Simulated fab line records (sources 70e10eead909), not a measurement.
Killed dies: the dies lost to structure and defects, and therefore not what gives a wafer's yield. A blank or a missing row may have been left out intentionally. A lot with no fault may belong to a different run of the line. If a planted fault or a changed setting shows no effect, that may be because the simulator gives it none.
Matching of chambers ; flow nand harc ; 4 sister chambers for NHARC_A_STAIRCASE_ALD_415 on ald hk-02
The step deposits SiO2, target thk 30 nm, pulse time 6 s, ald cycles 300. 20 wafers are shown with their chamber, then 10 later ones without.

WAFERS WITH THEIR CHAMBER
wafer;chamber;heater power w (W);precursor pulse height rel
L074.3;0;502;1.006
L074.5;0;503;1.013
L074.6;1;492;1.024
L074.1;1;520;0.987
L074.2;3;382;1.022
L074.4;2;529;1.016
L076.1;1;532;1.005
L076.2;0;500;0.994
L076.4;3;391;0.989
L076.3;2;532;1.018
L076.5;3;387;0.943
L076.6;0;496;1.018
L080.2;2;524;0.991
L080.3;1;532;1.005
L080.5;2;531;0.973
L081.4;2;514;1.011
L081.5;1;522;1.012
L081.6;2;513;0.996
L085.2;2;522;0.998
L085.3;0;504;1.031

SIGNATURES (means of the wafers above)
reading;chamber 0;chamber 1;chamber 2;chamber 3;scatter within a chamber
heater power w;501.00;519.60;523.57;386.67;9.74
precursor pulse height rel;1.01240;1.00660;1.00043;0.98467;0.0196
Rule: for each reading, subtract the chamber's mean from the wafer's reading, divide by that reading's scatter and square the result; add these up over the readings and take the root, which gives the wafer's distance from the chamber. The wafer belongs to the nearest chamber; if the next one is less than 2 further off, it can't be placed. The scatter is the square root of a quotient: the sum, over the shown wafers, of each reading's squared deviation from its chamber's mean, divided by wafers minus chambers.

WAFERS WHOSE CHAMBER IS MISSING
wafer;heater power w (W);precursor pulse height rel
L085.6;380;1.009
L086.1;488;0.988
L086.3;521;1.011
L086.4;390;1.025
L088.2;535;0.980
L088.4;389;0.986
L088.5;392;1.015
L092.2;477;0.986
L092.3;415;0.999
L092.5;486;0.968

EACH ONE'S CHAMBER
wafer;from the rows above;in truth
L085.6;3;3
L086.1;can't be placed: 0 or 1 or 2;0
L086.3;can't be placed: 1 or 2 or 0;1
L086.4;3;3
L088.2;can't be placed: 2 or 1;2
L088.4;3;3
L088.5;3;3
L092.2;can't be placed: 0 or 1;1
L092.3;3;3
L092.5;can't be placed: 0 or 1 or 2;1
5 of 10 placed correctly. Can't be placed from these rows: 5 (the true chamber is among the candidates in 5). 0 placed wrongly.
